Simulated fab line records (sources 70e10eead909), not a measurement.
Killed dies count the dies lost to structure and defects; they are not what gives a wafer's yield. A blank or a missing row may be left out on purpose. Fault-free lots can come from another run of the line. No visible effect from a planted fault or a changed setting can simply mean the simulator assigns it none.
fab line records	flow nand-harc
record lots=13	wafers=39	last-day=32
route steps=1302 shown A_STAIRCASE@747 A_M1@1195 THIN_TSV@1269 END@1302
lots with no fault: from the same line, run without faults
start-h: hours from the record's opening day to when the first of the lot's shown wafers began	wait-h: hours since the lot's step before	" same as the row above	L1.1+2: a single row standing in for several wafers	- value missing, or start not given	* or withheld: withheld	< > ~ a bound
route shown NAME@n: names a module that has steps shown in the file, with the first one's number in the route	usual: average and standard deviation across the fault-free wafers	same: alike in all rows	chamber/n: place in a boat	sites: readings site by site	_std_site: the values' standard deviation	_edge_site: outer sites' mean less inner sites'	radius-mm: for every site, how far away it sits from the centre of the wafer	mask NAME#n: copy n	behind: the tool/chamber that last shaped the wafer	hold: the reason the lot was held/the length of the hold in hours/how it ended	device: the n, p or np transistor that did not switch	end of line: the route-end tests of the same wafers	where a step has no rows: the recipe by itself	killed: at the first sort, the dies lost to defects and structure; wafer yield is something else	map: dies across one wafer; x = killed, . = not, _ = none there
set.NAME: the run value of the setting; set.NAME@STEP: its run value at that earlier step	model.NAME: the simulator's own value behind a step, which no gauge read
the route's steps for a sample of lots (tables are steps, rows are wafers)
services: when a tool's chamber went out of use (start-h, in hours from the record's first day, below 0 if earlier), for how many hours, and the reason
## steps
# step NHARC_A_STAIRCASE_TRIM_233
# recipe time-s=211.2	o2-flow-sccm=500	ar-flow-sccm=0	bias-w=0	chemistry=O2
# usual drypump-motor-current-A=5.72/0.27	o2-flow-sccm=500.0/1.5	oes-product-au=0.999/0.0089	rf-vpp-V=57.8/0.98	showerhead-plenum-p-Torr=3.50/0.18	throttle-valve-pct=17.036/0.0093
# same bias-w=0
lot.wafer	tool	chamber	start-h	wait-h	drypump-motor-current-A	o2-flow-sccm	oes-product-au	rf-hours-counter-h	rf-vpp-V	showerhead-plenum-p-Torr	throttle-valve-pct
L976.1	rie-diel-11	2	352.43	-	6.06	502.7	1.000	28	57.1	3.29	17.028
L976.2	"	1	"	"	5.47	498.4	0.977	29	58.1	3.35	17.045
L976.6	"	2	"	"	6.06	499.9	0.994	-	57.1	3.29	17.017
L978.1	rie-diel-11	1	371.95	-	5.46	501.8	0.988	37	57.7	3.35	17.031
L978.2	"	2	"	"	6.05	499.2	0.994	36	57.4	3.28	17.037
L978.6	"	1	"	"	5.49	500.9	0.999	-	57.1	3.35	17.029
L980.3	rie-diel-05	1	391.20	-	5.77	497.2	1.005	54	58.4	3.33	17.045
L980.1	"	2	"	"	6.06	499.3	1.006	54	58.3	3.60	17.050
L980.6	"	1	"	"	5.80	497.2	1.019	-	56.3	3.33	17.034
L981.4	rie-diel-09	0	418.33	-	5.32	499.8	0.997	38	57.7	3.27	17.051
L981.5	"	2	"	"	5.85	501.1	0.999	-	59.7	3.59	17.036
L981.6	"	3	"	"	5.35	499.3	1.000	-	56.9	3.29	17.038
L983.4	rie-diel-09	0	447.18	-	5.29	501.8	1.011	47	57.7	3.26	17.037
L983.1	"	1	"	"	5.44	500.0	0.998	47	57.7	3.62	17.022
L983.5	"	2	"	"	5.78	499.3	1.007	-	57.2	3.59	17.025
L984.3	rie-diel-05	2	453.25	-	6.10	501.9	1.009	9	58.2	3.60	17.036
L984.5	"	3	"	"	6.01	499.3	0.991	-	55.7	3.56	17.040
L984.6	"	0	"	"	5.58	498.5	1.001	-	57.8	3.34	17.037
L985.3	rie-diel-11	1	471.61	-	5.47	500.1	1.016	10	58.1	3.33	17.034
L985.1	"	2	"	"	6.06	501.3	0.995	9	59.9	3.80	17.044
L985.6	"	2	"	"	6.07	501.5	1.007	-	58.4	3.80	17.040
L986.4	rie-diel-05	1	471.84	-	5.78	502.1	0.994	18	56.9	3.32	17.034
L986.3	"	2	"	"	6.06	500.0	1.005	14	58.8	3.59	17.032
L986.2	"	3	"	"	6.01	500.7	1.003	14	57.1	3.56	17.029
L988.2	rie-diel-11	0	486.22	-	5.98	502.3	0.995	19	56.1	3.31	17.021
L988.1	"	3	"	"	5.68	499.3	0.991	17	58.6	3.47	17.036
L988.6	"	1	"	"	5.49	498.0	1.016	-	57.2	3.33	17.038
L993.1	rie-diel-09	2	535.60	-	5.88	501.0	0.998	10	58.7	3.57	17.039
L993.4	"	3	"	"	5.35	500.3	0.999	9	59.5	3.80	17.039
L993.6	"	2	"	"	5.89	501.9	0.991	-	57.9	3.57	17.020
L996.2	rie-diel-11	0	554.23	-	5.93	500.7	0.994	40	57.1	3.30	17.028
L996.6	"	1	"	"	5.47	499.3	1.010	-	56.3	3.32	17.048
L996.5	"	2	"	"	6.07	499.6	1.015	-	57.5	3.78	17.037
L995.1	rie-diel-11	1	558.04	-	5.47	502.3	1.002	43	56.7	3.31	17.032
L995.4	"	3	"	"	5.69	498.0	0.978	41	56.8	3.45	17.040
L995.3	"	0	"	"	5.98	500.7	0.987	41	56.8	3.30	17.035
L997.3	rie-diel-09	0	573.35	-	5.30	499.4	1.015	24	58.5	3.79	17.053
L997.2	"	2	"	"	5.77	497.6	0.993	25	58.2	3.56	17.016
L997.1	"	3	"	"	5.35	500.4	1.012	25	59.1	3.79	17.022
# step NHARC_A_M1_CMP_23
# recipe t-overpolish-s=20	target-thk-nm=154.34
# usual motor-current-A=12.4/0.74	pad-life-wafers=154/90	time-to-endpoint-s=29.1/2.5
lot.wafer	tool	chamber	start-h	wait-h	motor-current-A	pad-life-wafers	time-to-endpoint-s
L976.2	cmp-02	1	512.62	-	13.5	294	31.0
L976.1	"	2	"	"	12.1	295	31.6
L976.6	"	1	"	"	13.0	-	29.2
L978.1	cmp-02	0	548.29	-	13.2	49	30.2
L978.2	"	1	"	"	13.6	50	29.6
L978.6	"	3	"	"	11.1	-	29.5
L980.3	cmp-02	3	561.78	-	11.3	108	28.9
L980.1	"	1	"	"	12.8	110	29.5
L980.6	"	3	"	"	11.8	-	31.9
L981.4	cmp-03	1	578.34	-	12.4	93	28.2
L981.5	"	2	"	"	12.2	-	23.6
L981.6	"	3	"	"	11.2	-	28.3
L983.1	cmp-01	1	615.14	-	11.7	114	27.6
L983.4	"	3	"	"	12.4	116	28.9
L983.5	"	1	"	"	12.6	-	30.7
L984.3	cmp-02	2	617.26	-	11.8	282	27.4
L984.5	"	2	"	"	12.4	-	29.1
L984.6	"	3	"	"	11.7	-	26.5
L986.3	cmp-01	0	648.21	-	13.4	253	28.5
L986.4	"	1	"	"	11.4	254	27.7
L986.2	"	2	"	"	12.1	255	25.4
L985.3	cmp-02	1	652.49	-	13.3	85	29.1
L985.1	"	2	"	"	12.0	86	29.2
L985.6	"	1	"	"	13.5	-	26.3
L988.1	cmp-02	3	661.09	-	11.4	126	28.5
L988.2	"	0	"	"	13.1	127	30.4
L988.6	"	3	"	"	11.6	-	28.5
L993.1	cmp-02	1	700.19	-	13.4	265	26.6
L993.4	"	3	"	"	11.4	267	24.0
L993.6	"	1	"	"	13.0	-	26.7
L995.3	cmp-01	0	723.61	-	13.1	180	34.1
L995.1	"	1	"	"	11.5	181	31.5
L995.4	"	2	"	"	12.5	182	29.0
L996.2	cmp-01	0	725.61	-	12.5	200	30.2
L996.6	"	2	"	"	12.8	-	28.8
L996.5	"	3	"	"	12.6	-	30.7
L997.2	cmp-02	0	736.17	-	13.0	42	31.9
L997.1	"	1	"	"	13.9	43	31.9
L997.3	"	3	"	"	11.9	45	30.3
# step NHARC_A_M1_DEP_33
# recipe target-thk-a=300	temp-c=370	target-thk-nm=30	pressure-torr=3	flow-sccm=200	rf-w=450	material=SiCN
# usual heater-power-w=562/66
lot.wafer	tool	chamber	start-h	wait-h	heater-power-w
L976.1	pecvd-04	2	513.24	0.1	534
L976.2	"	0	"	"	515
L976.6	"	0	"	"	523
L978.2	pecvd-02	1	548.89	0.1	552
L978.1	"	2	"	"	611
L978.6	"	1	"	"	555
L980.1	pecvd-03	1	562.44	0.1	502
L980.3	"	2	"	"	625
L980.6	"	1	"	"	515
L981.4	pecvd-03	2	579.00	0.2	602
L981.6	"	0	"	"	584
L981.5	"	1	"	"	521
L983.1	pecvd-02	0	615.76	0.1	535
L983.5	"	0	"	"	531
L983.4	"	2	"	"	599
L984.3	pecvd-04	2	617.92	0.1	569
L984.6	"	1	"	"	710
L984.5	"	0	"	"	442
L986.2	pecvd-03	2	648.84	0.1	606
L986.3	"	0	"	"	609
L986.4	"	0	"	"	620
L985.1	pecvd-03	2	653.13	0.1	625
L985.3	"	0	"	"	582
L985.6	"	0	"	"	582
L988.1	pecvd-03	2	661.75	0.1	651
L988.2	"	0	"	"	519
L988.6	"	2	"	"	645
L993.1	pecvd-02	1	700.87	0.1	553
L993.4	"	2	"	"	524
L993.6	"	0	"	"	540
L995.3	pecvd-02	2	724.24	0.1	627
L995.1	"	1	"	"	591
L995.4	"	1	"	"	595
L996.2	pecvd-03	2	726.21	0.1	550
L996.6	"	2	"	"	553
L996.5	"	0	"	"	524
L997.3	pecvd-02	1	736.79	0.1	605
L997.2	"	2	"	"	563
L997.1	"	0	"	"	563
# step NHARC_THIN_TSV_STRIP_62
# recipe power-w=1500	temp-c=250	time-s=20	chemistry=N2/H2
# usual drypump-motor-current-A=5.76/0.27	heater-power-w=340/23
lot.wafer	tool	chamber	start-h	wait-h	drypump-motor-current-A	heater-power-w	rf-hours-counter-h
L976.1	plasma-asher-02	1	534.73	-	5.51	365	19
L976.2	"	0	"	"	5.82	309	19
L976.6	"	1	"	"	5.53	358	-
L978.2	plasma-asher-02	0	569.77	-	5.83	314	26
L978.1	"	1	"	"	5.51	352	26
L978.6	"	1	"	"	5.49	366	-
L980.1	plasma-asher-02	1	581.68	-	5.52	368	29
L980.3	"	1	"	"	5.53	361	-
L980.6	"	0	"	"	5.81	311	-
L981.4	plasma-asher-01	1	607.51	-	6.39	351	-
L981.6	"	1	"	"	6.41	359	-
L981.5	"	0	"	"	5.73	328	-
L983.1	plasma-asher-02	0	635.20	-	5.81	314	1
L983.4	"	0	"	"	5.80	318	-
L983.5	"	0	"	"	5.78	325	-
L984.3	plasma-asher-02	0	636.53	-	5.80	323	-
L984.5	"	1	"	"	5.50	363	-
L984.6	"	0	"	"	5.79	320	-
L986.2	plasma-asher-02	0	666.23	-	5.81	323	8
L986.4	"	0	"	"	5.81	314	-
L986.3	"	1	"	"	5.49	366	-
L985.1	plasma-asher-02	0	672.93	-	5.81	323	10
L985.3	"	1	"	"	5.53	366	-
L985.6	"	0	"	"	5.79	328	-
L988.2	plasma-asher-02	1	681.27	-	5.51	363	11
L988.1	"	0	"	"	5.80	321	11
L988.6	"	1	"	"	5.52	355	-
L993.1	plasma-asher-01	1	720.68	-	6.41	337	3
L993.4	"	0	"	"	5.71	343	-
L993.6	"	0	"	"	5.73	356	-
L995.1	plasma-asher-02	0	749.03	-	5.79	317	25
L995.3	"	0	"	"	5.82	322	-
L995.4	"	1	"	"	5.49	362	-
L996.2	plasma-asher-02	0	750.35	-	5.81	325	25
L996.6	"	1	"	"	5.50	371	-
L996.5	"	0	"	"	5.81	316	-
L997.2	plasma-asher-02	1	760.66	-	5.50	359	26
L997.1	"	0	"	"	5.80	314	26
L997.3	"	0	"	"	5.81	317	-
# step NHARC_END_SORT_01
# recipe temp-c=25
# usual killed-at-array=53/21	killed-at-other=1.1/1.5	killed-at-periphery=3.9/2.7	killed-dies=58/21	killed-open=3.4/1.9	killed-short=2.3/1.5
# same gross-dies=677
lot.wafer	tool	chamber	start-h	wait-h	killed-at-array	killed-at-other	killed-at-periphery	killed-dies	killed-open	killed-short
L985.1	prober-01	0	687.87	2.5	14	0	5	19	0	1
L985.3	prober-01	0	689.49	3.1	30	1	6	37	9	4
L985.6	prober-01	0	691.92	4.1	15	2	2	19	2	1
L995.1	prober-01	0	764.73	2.5	153	5	4	162	5	1
L995.3	prober-01	0	766.38	3.1	107	2	7	116	5	3
L995.4	prober-01	0	767.20	3.5	143	2	4	149	1	0
L996.2	prober-02	0	768.01	2.8	128	1	2	131	1	3
L996.5	prober-02	0	770.39	3.7	98	0	3	101	4	1
L996.6	prober-02	0	771.18	4.0	151	1	1	153	4	1
# killed by level:class
L985.1 A_CHANNEL_HOLE_D1:chamber-film-flake=5 P_STI:chamber-film-flake=4 A_CHANNEL_HOLE_D2:chamber-film-flake=2 A_SLIT:chamber-film-flake=2 A_M0:chamber-film-flake=2 A_M1:geometric-particle:short=1 P_GATE:chamber-film-flake=1 A_ZERO_WELL:chamber-film-flake=1
L985.3 A_CHANNEL_HOLE_D1:chamber-film-flake=9 A_M0:chamber-film-flake=3 A_CONTACT:chamber-film-flake=3 P_CONTACT:geometric-particle:open=2 A_CHANNEL_FILL_D1:geometric-particle:open=2 P_STI:chamber-film-flake=2 A_DECK1_JOINT:chamber-film-flake=2 P_M0:geometric-particle:open=1
L985.6 A_CHANNEL_HOLE_D1:chamber-film-flake=4 A_M0:chamber-film-flake=3 A_STAIRCASE:chamber-film-flake=2 A_SLIT:chamber-film-flake=2 A_CHANNEL_FILL_D1:geometric-particle:short=1 A_CONTACT:geometric-particle:open=1 STARTING-WAFER:geometric-particle:open=1 P_STI:chamber-film-flake=1
L995.1 A_STAIRCASE:unspecified=89 A_CHANNEL_HOLE_D1:chamber-film-flake=37 A_SLIT:chamber-film-flake=10 A_CONTACT:chamber-film-flake=5 THIN_TSV:chamber-film-flake=5 A_ZERO_WELL:chamber-film-flake=3 A_M1:chamber-film-flake=3 P_STI:chamber-film-flake=2
L995.3 A_STAIRCASE:unspecified=52 A_CHANNEL_HOLE_D1:chamber-film-flake=31 A_SLIT:chamber-film-flake=7 P_GATE:chamber-film-flake=4 A_CONTACT:chamber-film-flake=3 A_M1:chamber-film-flake=3 P_M0:geometric-particle:open=2 A_STAIRCASE:chamber-film-flake=2
L995.4 A_STAIRCASE:unspecified=99 A_CHANNEL_HOLE_D1:chamber-film-flake=28 A_SLIT:chamber-film-flake=5 A_M1:chamber-film-flake=4 P_GATE:chamber-film-flake=3 A_STAIRCASE:chamber-film-flake=2 THIN_TSV:chamber-film-flake=2 A_CONTACT:chamber-film-flake=2
L996.2 A_STAIRCASE:unspecified=51 A_SLIT:chamber-film-flake=36 A_CHANNEL_HOLE_D2:chamber-film-flake=21 A_CHANNEL_HOLE_D1:chamber-film-flake=12 P_GATE:chamber-film-flake=2 A_WL_FILL:chamber-film-flake=2 A_DECK1_JOINT:geometric-particle:short=1 A_ONON_D2:geometric-particle:short=1
L996.5 A_STAIRCASE:unspecified=40 A_SLIT:chamber-film-flake=28 A_CHANNEL_HOLE_D2:chamber-film-flake=13 A_CHANNEL_HOLE_D1:chamber-film-flake=7 A_STAIRCASE:chamber-film-flake=2 A_WL_FILL:chamber-film-flake=2 A_M1:chamber-film-flake=2 P_M0:geometric-particle:open=1
L996.6 A_STAIRCASE:unspecified=92 A_SLIT:chamber-film-flake=24 A_CHANNEL_HOLE_D2:chamber-film-flake=13 A_CHANNEL_HOLE_D1:chamber-film-flake=10 A_STAIRCASE:chamber-film-flake=2 A_WL_FILL:chamber-film-flake=2 A_CONTACT:chamber-film-flake=2 P_M0:geometric-particle:open=1
## services
tool	chamber	start-h	hours	kind
cmp-02	-	330.53	4.0	pm
rie-diel-11	1	344.06	5.6	repair
pecvd-03	-	366.00	13.0	pm
pecvd-03	1	394.53	6.1	repair
rie-diel-11	3	395.85	1.2	repair
plasma-asher-02	-	413.73	30.5	repair
cmp-02	-	414.45	0.6	repair
cmp-02	-	428.53	4.0	pm
cmp-02	-	526.53	4.0	pm
plasma-asher-02	-	527.39	2.7	repair
pecvd-03	-	547.07	13.0	pm
rie-diel-11	-	555.10	0.7	repair
plasma-asher-02	-	575.22	0.5	repair
rie-diel-11	2	584.07	7.0	repair
rie-diel-11	2	603.70	5.3	repair
rie-diel-11	-	612.82	9.0	pm
plasma-asher-02	-	614.51	3.7	repair
plasma-asher-02	-	621.29	9.0	pm
cmp-02	-	624.53	4.0	pm
cmp-02	-	635.36	1.6	repair
cmp-02	-	646.98	2.1	repair
rie-diel-11	3	705.08	4.3	repair
cmp-02	-	713.98	3.7	repair
cmp-02	-	722.53	4.0	pm
## key
first-sign step=NHARC_END_SORT_01	reading=killed-at-array	direction=up	sigmas=3.7	usual=53	struck=130	wafers-moved=5
effect step=NHARC_END_SORT_01	reading=killed-dies	direction=up	sigmas=3.6	usual=58	struck=135	wafers-moved=5
more-kills-born-at NHARC_A_STAIRCASE_TRIM_233@rie-diel-11=420
met-at NHARC_A_STAIRCASE_TRIM_233
struck-lots L995,L996
tester-left-out L995,L996
not-acting-at NHARC_A_M1_CMP_23,NHARC_A_M1_DEP_33,NHARC_THIN_TSV_STRIP_62
onset-between 486.22 554.23
fault kind=chamber-particle-source	tool=rie-diel-11	chamber=-	onset-h=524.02	steps=NHARC_A_STAIRCASE_TRIM_233	rate-per-visit-cm2=1.7321	end-h=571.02
# tester-left-out: of these lots the tester's yield and bins aren't shown, on N5 and GAA mostly nor the transistor test; their killed dies are dies lost to structure and defects alone, not to doping, threshold or leakage, so they don't give the yield
